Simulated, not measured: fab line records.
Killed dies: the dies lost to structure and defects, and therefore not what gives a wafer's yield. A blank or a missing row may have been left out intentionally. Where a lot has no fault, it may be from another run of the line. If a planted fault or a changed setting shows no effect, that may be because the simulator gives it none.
Lot-split experiment :: flow n5Finfet :: 7 lots, 21 wafers read, on a route of 1938 steps

## SPLIT DETAILS
At N5_BEOL_M1_ETCH_74 (etches underlayer in N2/H2, target depth 6.5 nm, time 5.2 s), the setting biasW was moved away from the recipe's 150 W on 6 of the 21 wafers read, by -13.8% to +15.3%. This setting was run at the recipe's value on the other wafers.

The split's own step is where the reading is taken.

## THE READING
rfVppV, in V, at N5_BEOL_M1_ETCH_74 (etches underlayer in N2/H2, target depth 6.5 nm, time 5.2 s). Fault-free wafers of this fab line usually give 524.6 V, standard deviation 3 V.

wafer: L074.2
tool, chamber at the split: rieDiel-02, 2
biasW as run, W: 150
against the recipe: recipe
rfVppV, V: 527.5
against lot-mates on the recipe: -

wafer: L074.3
tool, chamber at the split: rieDiel-02, 1
biasW as run, W: 150
against the recipe: recipe
rfVppV, V: 525.8
against lot-mates on the recipe: -

wafer: L074.5
tool, chamber at the split: rieDiel-02, 3
biasW as run, W: 150
against the recipe: recipe
rfVppV, V: 521.8
against lot-mates on the recipe: -

wafer: L081.1
tool, chamber at the split: rieDiel-06, 2
biasW as run, W: 150
against the recipe: recipe
rfVppV, V: 521.5
against lot-mates on the recipe: -

wafer: L081.2
tool, chamber at the split: rieDiel-06, 0
biasW as run, W: 150
against the recipe: recipe
rfVppV, V: 526.3
against lot-mates on the recipe: -

wafer: L081.4
tool, chamber at the split: rieDiel-06, 1
biasW as run, W: 150
against the recipe: recipe
rfVppV, V: 528.4
against lot-mates on the recipe: -

wafer: L086.3
tool, chamber at the split: rieDiel-05, 3
biasW as run, W: 132.3
against the recipe: -11.8%
rfVppV, V: 482.3
against lot-mates on the recipe: -43.5

wafer: L086.5
tool, chamber at the split: rieDiel-05, 2
biasW as run, W: 132.3
against the recipe: -11.8%
rfVppV, V: 486.5
against lot-mates on the recipe: -39.3

wafer: L086.6
tool, chamber at the split: rieDiel-05, 1
biasW as run, W: 150
against the recipe: recipe
rfVppV, V: 525.8
against lot-mates on the recipe: -

wafer: L087.3
tool, chamber at the split: rieDiel-06, 0
biasW as run, W: 150
against the recipe: recipe
rfVppV, V: 521.7
against lot-mates on the recipe: -

wafer: L087.4
tool, chamber at the split: rieDiel-06, 3
biasW as run, W: 150
against the recipe: recipe
rfVppV, V: 527.7
against lot-mates on the recipe: -

wafer: L087.5
tool, chamber at the split: rieDiel-06, 1
biasW as run, W: 172.9
against the recipe: +15.3%
rfVppV, V: 573.3
against lot-mates on the recipe: +48.6

wafer: L089.3
tool, chamber at the split: rieDiel-02, 0
biasW as run, W: 129.3
against the recipe: -13.8%
rfVppV, V: 474.0
against lot-mates on the recipe: -54.2

wafer: L089.4
tool, chamber at the split: rieDiel-02, 3
biasW as run, W: 129.3
against the recipe: -13.8%
rfVppV, V: 473.0
against lot-mates on the recipe: -55.2

wafer: L089.6
tool, chamber at the split: rieDiel-02, 1
biasW as run, W: 150
against the recipe: recipe
rfVppV, V: 528.2
against lot-mates on the recipe: -

wafer: L090.2
tool, chamber at the split: rieDiel-06, 2
biasW as run, W: 150
against the recipe: recipe
rfVppV, V: 523.7
against lot-mates on the recipe: -

wafer: L090.3
tool, chamber at the split: rieDiel-06, 1
biasW as run, W: 150
against the recipe: recipe
rfVppV, V: 528.5
against lot-mates on the recipe: -

wafer: L090.6
tool, chamber at the split: rieDiel-06, 1
biasW as run, W: 150
against the recipe: recipe
rfVppV, V: 527.9
against lot-mates on the recipe: -

wafer: L093.3
tool, chamber at the split: rieDiel-06, 3
biasW as run, W: 164.5
against the recipe: +9.7%
rfVppV, V: 555.2
against lot-mates on the recipe: +31.2

wafer: L093.4
tool, chamber at the split: rieDiel-06, 1
biasW as run, W: 150
against the recipe: recipe
rfVppV, V: 525.8
against lot-mates on the recipe: -

wafer: L093.6
tool, chamber at the split: rieDiel-06, 3
biasW as run, W: 150
against the recipe: recipe
rfVppV, V: 522.3
against lot-mates on the recipe: -

THE FIT
A straight line over all 21 wafers: rfVppV changes by +3.45 V for each +1% of biasW; r = +0.99; the points scatter about the line by 3 V.
The same after taking each lot's own level away (the mean of its wafers on the recipe; 21 wafers): +3.56 V for each +1%; r = +0.99; scatter 3.1 V.
The reading moves by 54 V for the largest change in biasW, on that fit.
The lots' own levels span 524.05 to 528.20 V, that is 1.4 times the standard deviation above.
The two slopes are in agreement: the lot-to-lot level therefore moves the slope only a little.
Check: for one of the wafers moved furthest among these (+15.3%), held out of the fit, the line's prediction against its lot-mates is +55.8 V. It came out at +48.6 V against them.
Tool readings at the split's step, against how far the setting was moved: rfVppV r = +0.99.

## OTHER SPLITS ON THESE WAFERS
Before the reading, these wafers also passed through other splits. Each is held against what the fit with the lots' levels taken away leaves over:
other split on the same wafers: N5_BEOL_M0_SAQP_PECVD_04 timeS
wafers away from the commonest value: 6
r with rfVppV (lot level and that fit taken away): -0.07

other split on the same wafers: N5_BEOL_M0_SAQP_SPACER1_ALD_98 aldCycles
wafers away from the commonest value: 6
r with rfVppV (lot level and that fit taken away): +0.07

other split on the same wafers: N5_BEOL_M0_SAQP_COAT_105 spinRpm
wafers away from the commonest value: 3
r with rfVppV (lot level and that fit taken away): -0.25

other split on the same wafers: N5_BEOL_M0_CUTY_EXPOSE_54 doseMj
wafers away from the commonest value: 6
r with rfVppV (lot level and that fit taken away): -0.44

other split on the same wafers: N5_BEOL_M0_ETCH_138 biasW
wafers away from the commonest value: 9
r with rfVppV (lot level and that fit taken away): +0.37

## FILE'S OWN FIT
rfVppV changes by +3.48 V for each +1% of biasW, r = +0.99.
